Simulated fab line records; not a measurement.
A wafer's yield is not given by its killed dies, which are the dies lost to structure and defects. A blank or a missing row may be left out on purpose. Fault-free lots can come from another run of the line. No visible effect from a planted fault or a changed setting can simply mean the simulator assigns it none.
Matching of chambers | flow n5 finfet | N5_HKMG_FIN_STRIP_57 on rie diel-03 has 4 sister chambers
The step strips in CF4. 4 wafers are shown with their chamber, then 9 later ones without.

WAFERS PAIRED WITH THEIR CHAMBERS
wafer  | chamber | drypump motor current A (A)
L083.5 | 3       | 6.5
L087.1 | 0       | 5.2
L087.5 | 1       | 5.4
L087.6 | 2       | 4.7

WAFERS WITH NO CHAMBER GIVEN
wafer  | drypump motor current A (A)
L090.1 | 4.7
L090.4 | 5.2
L090.5 | 6.4
L093.1 | 5.2
L093.2 | 6.4
L093.6 | 5.2
L094.3 | 5.2
L094.4 | 5.4
L094.6 | 5.2

CHAMBER TAKEN BY EACH
wafer  | from the rows above | in truth
L090.1 | 2                   | 2
L090.4 | 0                   | 0
L090.5 | 3                   | 3
L093.1 | 0                   | 0
L093.2 | 3                   | 3
L093.6 | 0                   | 0
L094.3 | 0                   | 0
L094.4 | 1                   | 1
L094.6 | 0                   | 0
9 of 9 placed correctly. From these rows, 0 cannot be placed. Wrongly placed: 0.
How it was worked out, from the rows above alone: a wafer's distance from a chamber is the root of the sum, over the readings, of the square of ((its reading less the chamber's mean) divided by the reading's scatter). If the next closest chamber is less than 2 further off than the closest, the wafer can't be placed; otherwise it belongs to the closest. For every chamber, the mean is computed from those of its wafers that are shown. The scatter (one wafer shown for each chamber): square how far every hidden wafer sits from the nearest shown wafer, average those squares and take the square root.
